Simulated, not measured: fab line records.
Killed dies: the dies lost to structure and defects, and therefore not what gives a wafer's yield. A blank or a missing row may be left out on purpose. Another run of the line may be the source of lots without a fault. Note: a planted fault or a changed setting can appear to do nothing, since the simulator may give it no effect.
Chamber matching / flow nand harc / 4 sister chambers for NHARC_A_WL_FILL_CMP_12 on cmp-02
The step polishes, t overpolish 30 s, target thk 100 nm. 8 wafers are shown with their chamber, then 7 later ones without.

== WAFERS, EACH WITH ITS CHAMBER ==
wafer=L227.1; chamber=1; motor current A (A)=12.1; time to endpoint s (s)=26
wafer=L229.1; chamber=3; motor current A (A)=13.6; time to endpoint s (s)=23
wafer=L229.5; chamber=1; motor current A (A)=12.2; time to endpoint s (s)=28
wafer=L236.1; chamber=2; motor current A (A)=13.0; time to endpoint s (s)=19
wafer=L236.4; chamber=3; motor current A (A)=13.4; time to endpoint s (s)=22
wafer=L236.5; chamber=0; motor current A (A)=14.0; time to endpoint s (s)=14
wafer=L239.1; chamber=2; motor current A (A)=13.6; time to endpoint s (s)=26
wafer=L239.4; chamber=0; motor current A (A)=14.2; time to endpoint s (s)=21

== WAFERS MISSING THEIR CHAMBER ==
wafer=L239.6; motor current A (A)=12.8; time to endpoint s (s)=24
wafer=L242.2; motor current A (A)=12.3; time to endpoint s (s)=24
wafer=L242.3; motor current A (A)=14.3; time to endpoint s (s)=19
wafer=L242.4; motor current A (A)=12.3; time to endpoint s (s)=25
wafer=L244.1; motor current A (A)=12.9; time to endpoint s (s)=22
wafer=L244.2; motor current A (A)=14.3; time to endpoint s (s)=19
wafer=L244.3; motor current A (A)=12.1; time to endpoint s (s)=29

== EACH ONE'S CHAMBER ==
wafer=L239.6; from the rows above=can't be placed: 2 or 1 or 3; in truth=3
wafer=L242.2; from the rows above=1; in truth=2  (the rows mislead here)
wafer=L242.3; from the rows above=0; in truth=0
wafer=L242.4; from the rows above=1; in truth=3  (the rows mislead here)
wafer=L244.1; from the rows above=can't be placed: 2 or 3 or 1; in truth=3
wafer=L244.2; from the rows above=0; in truth=0
wafer=L244.3; from the rows above=1; in truth=1
Correctly placed: 3 of 7. From these rows, 2 cannot be placed; in 2 the true chamber is one of the candidates. Number placed wrongly: 2.
How it was worked out, from the rows above alone: a wafer's distance from a chamber is the root of the sum, over the readings, of the square of ((its reading less the chamber's mean) divided by the reading's scatter). The wafer belongs to the nearest chamber; if the next one is less than 2 further off, it can't be placed. Each chamber's mean is taken over the wafers shown for it. The scatter is the square root of a quotient: the sum, over the shown wafers, of each reading's squared deviation from its chamber's mean, divided by wafers minus chambers.
